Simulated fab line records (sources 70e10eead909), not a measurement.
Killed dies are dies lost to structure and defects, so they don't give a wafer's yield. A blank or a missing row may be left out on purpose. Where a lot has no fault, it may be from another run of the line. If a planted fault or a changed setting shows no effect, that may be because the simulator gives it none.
Chamber matching -- flow nand harc -- NHARC_A_CHANNEL_FILL_D1_ALD_16 on ald hk-03 has 4 sister chambers
The step deposits SiO2, target thk 1.5 nm, pulse time 10 s, ald cycles 15. 8 wafers are shown with their chamber, then 7 later ones without.

== EACH WAFER AND ITS CHAMBER ==
wafer,chamber,heater power w (W),precursor pulse height rel
L616.1,2,457,1.006
L616.3,0,490,0.993
L616.6,3,503,1.020
L622.2,3,508,1.020
L622.4,1,471,0.988
L622.6,1,478,0.997
L629.2,0,503,1.017
L629.4,2,464,1.038

== WAFERS WITHOUT THEIR CHAMBER ==
wafer,heater power w (W),precursor pulse height rel
L629.5,461,1.001
L634.3,481,0.970
L634.5,482,1.021
L634.6,463,0.999
L637.1,512,1.009
L637.4,473,1.028
L637.6,479,0.995

== THE CHAMBER EACH PASSED THROUGH ==
wafer,from the rows above,in truth
L629.5,can't be placed: 2 or 1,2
L634.3,can't be placed: 1 or 0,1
L634.5,can't be placed: 1 or 0 or 2 or 3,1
L634.6,can't be placed: 2 or 1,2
L637.1,can't be placed: 3 or 0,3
L637.4,can't be placed: 2 or 1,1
L637.6,1,1
Correctly placed: 1 of 7. Unplaceable from these rows: 6, with the true chamber sitting among the candidates in 6. Wrongly placed: 0.
How it was worked out, from the rows above alone: a wafer's distance from a chamber is the root of the sum, over the readings, of the square of ((its reading less the chamber's mean) divided by the reading's scatter). The wafer belongs to the nearest chamber; if the next one is less than 2 further off, it can't be placed. The mean given for a chamber averages the wafers shown for that chamber. How the scatter is found: for the shown wafers, subtract from each reading the mean of its chamber, square and add these, divide the total by (wafers less chambers), then take the root.
